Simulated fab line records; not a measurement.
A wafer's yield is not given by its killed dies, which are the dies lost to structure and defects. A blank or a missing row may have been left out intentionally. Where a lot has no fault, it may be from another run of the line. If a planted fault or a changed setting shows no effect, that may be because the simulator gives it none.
fab line records	flow n5_finfet
record lots=7	wafers=21
route steps=1938 shown BEOL_M2@890 BEOL_M3@957 BEOL_M4@1027 BEOL_M5@1154
start_h: hours from the record's first day to the start of the lot's first wafer shown	wait_h: how many hours have passed since the lot's step before this one	" unchanged from the row above	L1.1+2: one row covering several wafers at once	- value missing, or start not given	* or withheld: withheld	< > ~ a bound
route shown NAME@n: names a module that has steps shown in the file, with the first one's number in the route	usual: mean/standard deviation of fault-free wafers	same: alike in all rows	chamber/n: place in a boat	sites: each site's reading	_std_site: their standard deviation	_edge_site: outer sites' mean less inner sites'	radius_mm: for every site, how far away it sits from the centre of the wafer	mask NAME#n: copy n	behind: the most recent tool/chamber to have shaped the wafer	hold: why the lot was held/for how many hours/how that ended	device: whichever transistor did not switch (one of n, p or np)	end of line: the tests these same wafers got at the end of their route	a step with no rows: only its recipe	killed: dies that structure and defects cost at the first sort, which is not the same as the wafer's yield	map: a wafer's dies, x killed, . not, _ none there
set.NAME: the run value of the setting; set.NAME@STEP: its run value at that earlier step	model.NAME: the simulator's own value behind a step, which no gauge read
lots run with intentionally changed settings; tables by step, rows by wafer
## steps
# step N5_BEOL_M2_TRENCH_ETCH_37
# recipe chemistry=C4F6/O2	target_depth_a=555.55	target=SiOC	time_s=29.2	ion_energy_ev=250	pressure_mtorr=30	source_w=355	bias_w=185	Ar_flow_sccm=300	C4F6_flow_sccm=10	O2_flow_sccm=10
lot.wafer	tool	chamber	start_h	wait_h	set.time_s	model.etch.depth_nm	model.BEOL_M2.feature_depth_nm
L078.1	rie_diel-02	2	-	-	25.9	51.54	51.6
L078.2	"	3	"	"	29.2	55.1	55
L078.4	"	0	"	"	29.2	55.47	55.4
L079.4	rie_diel-03	0	-	-	34.14	64.94	65
L079.5	"	0	"	"	29.2	55.56	55.6
L079.6	"	1	"	"	29.2	54.72	54.8
L080.2	rie_diel-03	2	-	-	34.5	63.02	63
L080.3	"	1	"	"	34.5	64.44	64.4
L080.5	"	2	"	"	29.2	53.55	53.6
L081.1	rie_diel-03	1	-	-	29.2	54.79	54.8
L081.2	"	0	"	"	29.2	55.31	55.4
L081.3	"	3	"	"	29.2	55.48	55.4
L083.2	rie_diel-02	1	-	-	29.2	55.51	55.6
L083.3	"	2	"	"	31.19	61.81	61.8
L083.4	"	0	"	"	31.19	59.22	59.2
L084.1	rie_diel-03	0	-	-	29.2	55.33	55.4
L084.2	"	3	"	"	29.2	55.45	55.4
L084.4	"	1	"	"	29.2	54.7	54.8
L095.2	rie_diel-03	0	-	-	29.2	56.8	56.8
L095.3	"	2	"	"	29.2	52.92	53
L095.5	"	1	"	"	29.2	53.86	53.8
# step N5_BEOL_M2_ETCH_41
# recipe chemistry=CH3F/O2	target=SiCN	target_depth_a=299	taper_deg=2	time_s=52.5	ion_energy_ev=120	mask_material=TiN	pressure_mtorr=30	source_w=395	bias_w=75	Ar_flow_sccm=150	CH3F_flow_sccm=30	O2_flow_sccm=20
# step N5_BEOL_M2_STRIP_97
# recipe chemistry=N2/H2	time_s=10	power_w=450	temp_c=40	pressure_mtorr=20	rf_frequency_hz=6e+07	bias_power_w=7	n2_flow_sccm=200	h2_flow_sccm=200
# step N5_BEOL_M2_OCD_MEAS_38
# usual trench_depth_nm=55.6/1.3
lot.wafer	tool	chamber	start_h	wait_h	set.time_s@BEOL_M2_TRENCH_ETCH_37	trench_depth_nm
L078.1	ocd-01	-	162.70	-	25.9	51.4
L078.2	"	-	"	"	29.2	55.0
L078.4	"	-	"	"	29.2	55.7
L079.4	ocd-01	-	168.10	-	34.14	64.3
L079.5	"	-	"	"	29.2	55.9
L079.6	"	-	"	"	29.2	54.6
L080.2	ocd-01	-	172.99	-	34.5	62.5
L080.3	"	-	"	"	34.5	65.0
L080.5	"	-	"	"	29.2	53.3
L081.1	ocd-01	-	185.10	-	29.2	54.8
L081.2	"	-	"	"	29.2	55.1
L081.3	"	-	"	"	29.2	55.9
L083.2	ocd-02	-	185.19	-	29.2	55.3
L083.3	"	-	"	"	31.19	61.7
L083.4	"	-	"	"	31.19	59.3
L084.1	ocd-01	-	194.84	-	29.2	55.7
L084.2	"	-	"	"	29.2	55.4
L084.4	"	-	"	"	29.2	54.6
L095.2	ocd-02	-	259.53	-	29.2	57.1
L095.3	"	-	"	"	29.2	53.1
L095.5	"	-	"	"	29.2	53.2
# step N5_BEOL_M2_HM_STRIP_39
# recipe chemistry=peroxide_tin_strip	material=TiN	target_depth_a=250	temp_c=50	time_s=158
# step N5_BEOL_M2_SRD_40
# recipe time_s=30	temp_c=23	rinse_liquid=diw	dry=ipa_marangoni
# step N5_BEOL_M2_ECD_50
# recipe material=Cu	target_thk_a=3000
# step N5_BEOL_M2_ANNEAL_51
# recipe temp_c=225	time_s=90	ambient=N2
# step N5_BEOL_M2_CMP_52
# recipe stop_on=SiOC	t_overpolish_s=6.8	down_force_psi=1	platen_rpm=50	clearing_platen_down_force_psi=1.5	clearing_platen_rpm=50	post_cmp_clean=cu_alkaline	target_thk_nm=40	clearing_platen_pad_velocity_m_s=0.99484	pad_velocity_m_s=0.99484
lot.wafer	tool	chamber	start_h	wait_h	set.time_s@BEOL_M2_TRENCH_ETCH_37	model.Cu_of_BEOL_M2_ECD_50.thk_nm
L078.2	cmp-01	1	167.56	0.2	29.2	39.4
L078.1	"	2	"	"	25.9	35.2
L078.4	"	3	"	"	29.2	37.8
L079.4	cmp-01	0	171.46	0.2	34.14	48.2
L079.5	"	2	"	"	29.2	40.6
L079.6	"	3	"	"	29.2	38.4
L080.2	cmp-03	1	176.31	0.3	34.5	47.2
L080.3	"	2	"	"	34.5	48.2
L080.5	"	2	"	"	29.2	37.6
L081.3	cmp-01	2	188.53	0.2	29.2	40.6
L081.2	"	3	"	"	29.2	39.6
L081.1	"	1	"	"	29.2	39.4
L083.3	cmp-01	0	190.19	0.2	31.19	47.6
L083.4	"	1	"	"	31.19	42.4
L083.2	"	2	"	"	29.2	39
L084.1	cmp-01	1	198.05	0.3	29.2	39.8
L084.4+2	"	2,3	"	"	29.2	39.6
L095.2	cmp-01	3	263.94	0.3	29.2	40.8
L095.3	"	0	"	"	29.2	38.6
L095.5	"	2	"	"	29.2	39
# step N5_BEOL_M2_THK_MEAS_53
# recipe thk_meas_gauge=xrf	reads=Cu_of_BEOL_M2_ECD_50
# usual M2_THK=40.2/1.6
lot.wafer	tool	chamber	start_h	wait_h	set.time_s@BEOL_M2_TRENCH_ETCH_37	M2_THK[nm]
L078.1	film_metro-02	-	167.86	-	25.9	35.9
L078.2	"	-	"	"	29.2	40.3
L078.4	"	-	"	"	29.2	38.6
L079.4	film_metro-01	-	171.68	-	34.14	48.3
L079.5	"	-	"	"	29.2	40.5
L079.6	"	-	"	"	29.2	38.4
L080.2	film_metro-01	-	176.61	-	34.5	47.0
L080.3	"	-	"	"	34.5	48.1
L080.5	"	-	"	"	29.2	37.6
L081.1	film_metro-01	-	188.82	-	29.2	39.1
L081.2	"	-	"	"	29.2	39.4
L081.3	"	-	"	"	29.2	40.3
L083.2	film_metro-01	-	190.49	-	29.2	39.2
L083.3	"	-	"	"	31.19	47.7
L083.4	"	-	"	"	31.19	42.3
L084.1	film_metro-02	-	198.35	-	29.2	39.9
L084.2	"	-	"	"	29.2	39.8
L084.4	"	-	"	"	29.2	39.4
L095.2	film_metro-02	-	264.16	-	29.2	41.1
L095.3	"	-	"	"	29.2	38.9
L095.5	"	-	"	"	29.2	39.0
# step N5_BEOL_M2_PRE_CLEAN_60
# recipe gas=NH3/H2	time_s=15	temp_c=*	rf_power_w=300
# step N5_BEOL_M2_CO_CAP_55
# recipe material=Co	target_thk_a=20	temp_c=200	precursor=CCTBA/H2	pressure_torr=30	time_s=102.1
# step N5_BEOL_M2_PRE_CLEAN_56
# recipe gas=NH3	time_s=15	temp_c=withheld	rf_power_w=300
# step N5_BEOL_M2_DEP_57
# recipe material=SiCN	target_thk_a=80	temp_c=withheld	precursor=3MS/NH3	pressure_torr=3	rf_w=202	time_s=14
# step N5_BEOL_M2_RS_MEAS_58
# recipe thk_meas_gauge=four-point-probe	reads=Co_of_BEOL_M2_CO_CAP_55+Cu_of_BEOL_M2_ECD_50+Co_of_BEOL_M2_CVD_47+TaN_of_BEOL_M2_ALD_84
# usual M2_RS=0.67/0.034
lot.wafer	tool	chamber	start_h	wait_h	set.time_s@BEOL_M2_TRENCH_ETCH_37	M2_RS[ohm/sq]
L078.1	film_metro-01	-	168.12	0.0	25.9	0.79
L078.2	"	-	"	"	29.2	0.68
L078.4	"	-	"	"	29.2	0.72
L079.4	film_metro-02	-	171.94	0.0	34.14	0.53
L079.5	"	-	"	"	29.2	0.66
L079.6	"	-	"	"	29.2	0.71
L080.2	film_metro-01	-	177.01	0.1	34.5	0.54
L080.3	"	-	"	"	34.5	0.53
L080.5	"	-	"	"	29.2	0.72
L081.1	film_metro-01	-	189.08	0.0	29.2	0.68
L081.2	"	-	"	"	29.2	0.68
L081.3	"	-	"	"	29.2	0.65
L083.2	film_metro-02	-	190.75	0.1	29.2	0.69
L083.3	"	-	"	"	31.19	0.53
L083.4	"	-	"	"	31.19	0.62
L084.1	film_metro-02	-	198.61	0.0	29.2	0.67
L084.2	"	-	"	"	29.2	0.68
L084.4	"	-	"	"	29.2	0.67
L095.2	film_metro-02	-	264.42	0.1	29.2	0.65
L095.3	"	-	"	"	29.2	0.70
L095.5	"	-	"	"	29.2	0.69
# step N5_BEOL_M3_COAT_67
# recipe resist=SOC	temp_c=250	time_s=60	spin_rpm=1500	resist_thk_nm=60
lot.wafer	tool	chamber	start_h	wait_h	set.spin_rpm	model.SOC_of_BEOL_M3_COAT_67.thk_nm
L078.1	litho_track-02	0	170.30	0.0	1451	61
L078.2	"	0	"	"	1500	60.2
L078.4	"	0	"	"	1451	61.4
L079.4	litho_track-01	0	174.09	0.0	1399	62.4
L079.5	"	0	"	"	1500	60
L079.6	"	0	"	"	1399	62.2
L080.2	litho_track-01	0	181.07	0.0	1500	60
L080.3	"	0	"	"	1353	63.2
L080.5	"	0	"	"	1500	59.8
L081.1+2+3	litho_track-04	0	192.54	0.0	1500	60
L083.2	litho_track-01	0	193.61	0.0	1500	60.4
L083.3+4	"	0	"	"	1500	60
L084.1+4	litho_track-04	0	201.99	0.0	1500	59.6
L084.2	"	0	"	"	1500	59.8
L095.2	litho_track-01	0	267.62	0.0	1500	60.2
L095.3	"	0	"	"	1352	63.2
L095.5	"	0	"	"	1500	59.8
# step N5_BEOL_M3_DESCUM_33
# recipe chemistry=O2	time_s=7	source_power_w=50	bias_power_w=20	pressure_mtorr=20	rf_frequency_hz=2.712e+07	temp_c=40	resist=CAR-EUV	o2_flow_sccm=225
lot.wafer	tool	chamber	start_h	wait_h	set.time_s	model.CAR-EUV_of_BEOL_M3_COAT_22.thk_nm
L078.1+2	rie_diel-01	0,2	170.77	0.1	7	26
L078.4	"	3	"	"	7.831	25.6
L079.4+6	rie_diel-05	0,1	174.80	0.2	7	26
L079.5	"	3	"	"	5.834	26.6
L080.2+3	rie_diel-05	3,0	181.62	0.1	7	26
L080.5	"	1	"	"	7	26.2
L081.1+2+3	rie_diel-01	0,2,3	194.26	1.4	7	26
L083.2	rie_diel-01	1	194.87	0.8	7	26.2
L083.3	"	0	"	"	5.585	26.8
L083.4	"	3	"	"	5.585	27
L084.1	rie_diel-06	1	202.52	0.0	7	26.2
L084.2+4	"	0,2	"	"	7	26
L095.2	rie_diel-06	2	268.11	0.1	7	26.2
L095.3+5	"	0,2	"	"	7	26
# step N5_BEOL_M3_ETCH_77
# recipe chemistry=N2/H2	target=underlayer	target_depth_a=65	mask_material=CAR-EUV	time_s=5.2	ion_energy_ev=200	pressure_mtorr=30	source_w=840	bias_w=150	n2_flow_sccm=200	h2_flow_sccm=200	ends=cleared
# step N5_BEOL_M3_ETCH_69
# recipe chemistry=CF4	target=SiARC	target_depth_a=156	mask_material=CAR-EUV	time_s=26	ion_energy_ev=80	pressure_mtorr=40	source_w=545	bias_w=36	Ar_flow_sccm=100	cf4_flow_sccm=100	ends=cleared
# step N5_BEOL_M3_ALD_98
# recipe material=SiO2	target_thk_a=25	temp_c=100	ald_precursor_family=BDEAS	ald_co_reactant=O2-plasma	pulse_time_s=1	co_reactant_pulse_time_s=1	purge_time_s=2	co_reactant_purge_time_s=2	ald_cycles=17	pressure_torr=2
# step N5_BEOL_M3_ETCHBACK_99
# recipe chemistry=CHF3	target=SiO2	target_depth_a=50	time_s=10.4	source_w=215	bias_w=47	Ar_flow_sccm=200	CHF3_flow_sccm=12	ion_energy_ev=100	pressure_mtorr=30
# step N5_BEOL_M3_ETCH_70
# recipe chemistry=N2/H2	target=SOC	target_depth_a=800	overetch_a=160	mask_material=SiARC	temp_c=40	time_s=120	ion_energy_ev=200	pressure_mtorr=30	source_w=840	bias_w=150	n2_flow_sccm=200	h2_flow_sccm=200
lot.wafer	tool	chamber	start_h	wait_h	set.spin_rpm@BEOL_M3_COAT_67	model.etch.depth_nm
L078.1	rie_diel-05	0	172.35	0.0	1451	61.05
L078.2	"	3	"	"	1500	60.2
L078.4	"	3	"	"	1451	61.33
L079.4	rie_diel-01	3	175.63	0.0	1399	62.31
L079.5	"	1	"	"	1500	60.06
L079.6	"	2	"	"	1399	62.24
L080.2	rie_diel-01	2	184.57	0.0	1500	60.03
L080.3	"	3	"	"	1353	63.14
L080.5	"	1	"	"	1500	59.84
L081.1	rie_diel-01	1	194.55	0.0	1500	59.93
L081.2	"	2	"	"	1500	59.99
L081.3	"	3	"	"	1500	60
L083.2	rie_diel-01	0	196.99	0.0	1500	60.33
L083.3	"	3	"	"	1500	60.08
L083.4	"	1	"	"	1500	60.09
L084.1	rie_diel-06	2	202.81	0.0	1500	59.66
L084.2	"	1	"	"	1500	59.78
L084.4	"	3	"	"	1500	59.65
L095.2	rie_diel-01	2	270.36	0.0	1500	60.17
L095.3	"	0	"	"	1352	63.24
L095.5	"	2	"	"	1500	59.82
# step N5_BEOL_M3_STRIP_71
# recipe chemistry=N2/H2	temp_c=40	n2_flow_sccm=200	h2_flow_sccm=200	rf_frequency_hz=6e+07
# step N5_BEOL_M3_STRIP_78
# recipe chemistry=N2/H2	temp_c=40	n2_flow_sccm=200	h2_flow_sccm=200	rf_frequency_hz=6e+07
# step N5_BEOL_M3_VIA_ETCH_34
# recipe chemistry=C4F6/O2	target_depth_a=694	mask_material=SOC	pressure_mtorr=15	ion_energy_ev=250	taper_deg=4	time_s=65.9	source_w=350	bias_w=170	Ar_flow_sccm=300	C4F6_flow_sccm=10	O2_flow_sccm=10
lot.wafer	tool	chamber	start_h	wait_h	set.spin_rpm@BEOL_M3_COAT_67	model.SOC_of_BEOL_M3_COAT_67.thk_nm
L078.1	rie_diel-05	0	172.45	0.0	1451	53
L078.2	"	3	"	"	1500	52.2
L078.4	"	3	"	"	1451	53.2
L079.4	rie_diel-01	3	175.73	0.0	1399	54.2
L079.5	"	1	"	"	1500	52.2
L079.6	"	2	"	"	1399	54
L080.2+5	rie_diel-01	2,1	184.67	0.0	1500	51.8
L080.3	"	3	"	"	1353	55
L081.1	rie_diel-01	1	194.65	0.0	1500	52
L081.2+3	"	2,3	"	"	1500	51.8
L083.2	rie_diel-01	0	197.09	0.0	1500	52.4
L083.3+4	"	3,1	"	"	1500	52
L084.1	rie_diel-06	2	202.91	0.0	1500	51.4
L084.2	"	1	"	"	1500	51.8
L084.4	"	3	"	"	1500	51.6
L095.2	rie_diel-01	2	270.46	0.0	1500	52
L095.3	"	0	"	"	1352	55.2
L095.5	"	2	"	"	1500	51.6
# step N5_BEOL_M4_COAT_73
# recipe resist=underlayer	temp_c=205	time_s=60	spin_rpm=1500	resist_thk_nm=5
lot.wafer	tool	chamber	start_h	wait_h	set.spin_rpm
L078.1	litho_track-05	0	-	-	1500
L078.2+4	"	0	"	"	1368
L079.4+5+6	litho_track-01	0	-	-	1500
L080.2	litho_track-01	0	-	-	1500
L080.3+5	"	0	"	"	1567
L081.1+2+3	litho_track-05	0	-	-	1500
L083.2+3+4	litho_track-01	0	-	-	1500
L084.1+2+4	litho_track-01	0	-	-	1500
L095.2+3+5	litho_track-03	0	-	-	1500
# step N5_BEOL_M4_COAT_05
# recipe resist=CAR-EUV	spin_rpm=1500	resist_thk_nm=30
# step N5_BEOL_M4_EBR_07
# recipe solvent=PGMEA	ebr_width_mm=1.5
# step N5_BEOL_M4_DESCUM_16
# recipe chemistry=O2	time_s=7	source_power_w=50	bias_power_w=20	pressure_mtorr=20	rf_frequency_hz=2.712e+07	temp_c=40	resist=CAR-EUV	o2_flow_sccm=225
# step N5_BEOL_M4_ETCH_74
# recipe chemistry=N2/H2	target=underlayer	target_depth_a=65	mask_material=CAR-EUV	time_s=5.2	ion_energy_ev=200	pressure_mtorr=30	source_w=840	bias_w=150	n2_flow_sccm=200	h2_flow_sccm=200	ends=cleared
lot.wafer	tool	chamber	start_h	wait_h	set.spin_rpm@BEOL_M4_COAT_73	model.etch.depth_nm
L078.1	rie_diel-03	3	178.15	0.0	1500	4.997
L078.2	"	0	"	"	1368	5.22
L078.4	"	2	"	"	1368	5.239
L079.4	rie_diel-02	0	182.49	0.0	1500	4.989
L079.5	"	0	"	"	1500	5.002
L079.6	"	2	"	"	1500	4.979
L080.2	rie_diel-02	0	192.16	0.0	1500	4.997
L080.3	"	1	"	"	1567	4.896
L080.5	"	1	"	"	1567	4.899
L081.1	rie_diel-04	0	201.59	0.0	1500	4.973
L081.2	"	3	"	"	1500	4.981
L081.3	"	1	"	"	1500	4.997
L083.2+4	rie_diel-03	1,3	202.73	0.0	1500	5.017
L083.3	"	2	"	"	1500	5.018
L084.1+2	rie_diel-03	0,3	208.42	0.0	1500	5.002
L084.4	"	1	"	"	1500	4.999
L095.2	rie_diel-04	0	278.24	0.0	1500	4.983
L095.3	"	1	"	"	1500	4.971
L095.5	"	2	"	"	1500	4.976
# step N5_BEOL_M4_SPUTTER_86
# recipe material=Cu	target_thk_a=45	temp_c=-20	chamber_pressure_pa=0.07	power_w=withheld	time_s=8.29
lot.wafer	tool	chamber	start_h	wait_h	set.time_s	model.Cu_of_BEOL_M4_SPUTTER_86.thk_nm
L078.1	pvd_sputter-03	-	183.75	0.1	8.29	4.4
L078.2	"	-	"	"	8.657	4.8
L078.4	"	-	"	"	8.657	-
L079.4	pvd_sputter-02	-	190.44	0.1	8.29	4.6
L079.5+6	"	-	"	"	9.042	-
L080.2	pvd_sputter-03	-	196.07	0.1	8.29	4.6
L080.3+5	"	-	"	"	8.694	4.8
L081.1+2+3	pvd_sputter-02	-	204.64	0.1	8.29	4.2
L083.2+4	pvd_sputter-02	-	206.68	0.1	8.29	4.2
L083.3	"	-	"	"	8.811	4.6
L084.1+2+4	pvd_sputter-02	-	212.04	0.1	8.29	4.4
L095.2	pvd_sputter-02	-	285.45	0.1	8.29	4.6
L095.3	"	-	"	"	7.587	4.2
L095.5	"	-	"	"	7.587	-
# step N5_BEOL_M5_ETCH_68
# recipe chemistry=N2/H2	target=SOC	target_depth_a=800	overetch_a=160	mask_material=SiARC	temp_c=40	time_s=120	ion_energy_ev=200	pressure_mtorr=30	source_w=840	bias_w=150	n2_flow_sccm=200	h2_flow_sccm=200
# usual rf_vpp_V=524.2/2.8
lot.wafer	tool	chamber	start_h	wait_h	set.bias_w	rf_vpp_V	model.SiARC_of_BEOL_M5_COAT_66.thk_nm
L078.1	rie_diel-05	2	190.83	0.0	174.9	579.4	5.4
L078.2	"	3	"	"	150	528.8	6.6
L078.4	"	0	"	"	150	518.3	6.2
L079.4	rie_diel-05	1	197.13	0.0	150	520.7	6.6
L079.5	"	2	"	"	150	527.2	6.6
L079.6	"	3	"	"	150	528.7	6.6
L080.2	rie_diel-01	1	203.13	0.0	150	526.7	6.2
L080.3	"	2	"	"	150	523.4	6.4
L080.5	"	2	"	"	150	523.9	6.4
L081.1	rie_diel-01	1	210.91	0.0	150	526.0	6.2
L081.2	"	0	"	"	174.1	578.9	5.2
L081.3	"	2	"	"	150	524.2	6.4
L083.2	rie_diel-05	3	212.31	0.0	176.1	585.1	5.4
L083.3	"	0	"	"	176.1	576.6	5
L083.4	"	1	"	"	150	520.2	6.6
L084.1	rie_diel-01	3	218.13	0.0	150	523.3	6.4
L084.2	"	0	"	"	150	525.7	6.4
L084.4	"	2	"	"	150	524.9	6.4
L095.2	rie_diel-05	1	293.83	0.0	150	520.8	6.6
L095.3	"	2	"	"	150	525.5	6.6
L095.5	"	0	"	"	150	520.5	6.2
## key
split step=N5_BEOL_M2_TRENCH_ETCH_37	setting=time_s	stated=29.2	by=wafer
response step=N5_BEOL_M2_TRENCH_ETCH_37	reading=model.etch.depth_nm	change=+0.541	per=1%	r=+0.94
response step=N5_BEOL_M2_TRENCH_ETCH_37	reading=model.BEOL_M2.feature_depth_nm	change=+0.536	per=1%	r=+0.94
response step=N5_BEOL_M2_OCD_MEAS_38	reading=trench_depth_nm	change=+0.534	per=1%	r=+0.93
response step=N5_BEOL_M2_CMP_52	reading=model.Cu_of_BEOL_M2_ECD_50.thk_nm	change=+0.519	per=1%	r=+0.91
response step=N5_BEOL_M2_THK_MEAS_53	reading=M2_THK	change=+0.522	per=1%	r=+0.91
response step=N5_BEOL_M2_RS_MEAS_58	reading=M2_RS	change=-0.00984	per=1%	r=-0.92
split step=N5_BEOL_M3_COAT_67	setting=spin_rpm	stated=1500	by=wafer
response step=N5_BEOL_M3_COAT_67	reading=model.SOC_of_BEOL_M3_COAT_67.thk_nm	change=-0.331	per=1%	r=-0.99
response step=N5_BEOL_M3_ETCH_70	reading=model.etch.depth_nm	change=-0.327	per=1%	r=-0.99
response step=N5_BEOL_M3_VIA_ETCH_34	reading=model.SOC_of_BEOL_M3_COAT_67.thk_nm	change=-0.323	per=1%	r=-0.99
split step=N5_BEOL_M3_DESCUM_33	setting=time_s	stated=7	by=wafer
response step=N5_BEOL_M3_DESCUM_33	reading=model.CAR-EUV_of_BEOL_M3_COAT_22.thk_nm	change=-0.0349	per=1%	r=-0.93
split step=N5_BEOL_M4_COAT_73	setting=spin_rpm	stated=1500	by=wafer
response step=N5_BEOL_M4_ETCH_74	reading=model.etch.depth_nm	change=-0.0255	per=1%	r=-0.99
split step=N5_BEOL_M4_SPUTTER_86	setting=time_s	stated=8.29	by=wafer
response step=N5_BEOL_M4_SPUTTER_86	reading=model.Cu_of_BEOL_M4_SPUTTER_86.thk_nm	change=+0.0558	per=1%	r=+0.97
split step=N5_BEOL_M5_ETCH_68	setting=bias_w	stated=150	by=wafer
response step=N5_BEOL_M5_ETCH_68	reading=rf_vpp_V	change=+3.41	per=1%	r=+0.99
response step=N5_BEOL_M5_ETCH_68	reading=model.SiARC_of_BEOL_M5_COAT_66.thk_nm	change=-0.0701	per=1%	r=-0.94
